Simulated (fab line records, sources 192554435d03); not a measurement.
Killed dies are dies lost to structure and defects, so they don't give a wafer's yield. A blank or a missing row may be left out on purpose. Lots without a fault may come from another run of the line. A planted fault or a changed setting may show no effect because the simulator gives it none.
Chamber matching | flow n5_finfet | N5_MOL_CONTACT_COAG_ETCH_66 on rie_diel-06: 4 sister chambers
The step etches SiARC in CF4, target depth 13 nm, time 21.7 s. 14 wafers are shown with their chamber, then 7 later ones without.

WAFERS WITH THEIR CHAMBER
wafer  | chamber | drypump_motor_current_A (A) | showerhead_plenum_p_Torr (Torr) | throttle_valve_pct (%)
L079.1 | 1       | 5.6                         | 2.19                            | 15.99
L079.4 | 3       | 5.1                         | 2.24                            | 16.06
L079.6 | 0       | 5.9                         | 2.09                            | 15.36
L081.3 | 3       | 5.1                         | 2.24                            | 16.05
L081.4 | 2       | 5.5                         | 2.16                            | 15.57
L081.6 | 1       | 5.6                         | 2.19                            | 15.97
L083.2 | 1       | 5.6                         | 2.19                            | 15.99
L083.5 | 3       | 5.1                         | 2.24                            | 16.07
L083.6 | 1       | 5.7                         | 2.19                            | 15.98
L088.1 | 0       | 5.9                         | 2.08                            | 15.41
L088.4 | 1       | 5.6                         | 2.19                            | 16.02
L088.5 | 0       | 5.9                         | 2.08                            | 15.40
L091.1 | 3       | 5.1                         | 2.23                            | 16.09
L091.2 | 1       | 5.6                         | 2.19                            | 16.02

SIGNATURES (means of the wafers above)
reading                  | chamber 0 | chamber 1 | chamber 2 | chamber 3 | scatter within a chamber
drypump_motor_current_A  | 5.900     | 5.617     | 5.500     | 5.100     | 0.0289
showerhead_plenum_p_Torr | 2.0833    | 2.1900    | 2.1600    | 2.2375    | 0.00376
throttle_valve_pct       | 15.3900   | 15.9950   | 15.5700   | 16.0675   | 0.021
Rule: a wafer's distance from a chamber is the root of the sum, over the readings, of the square of ((its reading less the chamber's mean) divided by the reading's scatter). The wafer belongs to the nearest chamber; if the next one is less than 2 further off, it can't be placed. The scatter: the root of (the sum of the squares of (reading less its chamber's mean) over the shown wafers, divided by (wafers less chambers)).

WAFERS WITHOUT THEIR CHAMBER
wafer  | drypump_motor_current_A (A) | showerhead_plenum_p_Torr (Torr) | throttle_valve_pct (%)
L091.4 | 5.5                         | 2.16                            | 15.60
L092.2 | 5.9                         | 2.08                            | 15.41
L092.4 | 5.6                         | 2.18                            | 16.02
L092.5 | 5.5                         | 2.16                            | 15.61
L094.4 | 5.9                         | 2.08                            | 15.44
L094.5 | 5.1                         | 2.23                            | 16.09
L094.6 | 5.5                         | 2.15                            | 15.62

WHICH CHAMBER EACH WENT THROUGH
wafer  | from the rows above | in truth
L091.4 | 2                   | 2
L092.2 | 0                   | 0
L092.4 | 1                   | 1
L092.5 | 2                   | 2
L094.4 | 0                   | 0
L094.5 | 3                   | 3
L094.6 | 2                   | 2
Placed correctly: 7 of 7. Can't be placed from these rows: 0. Placed wrongly: 0.
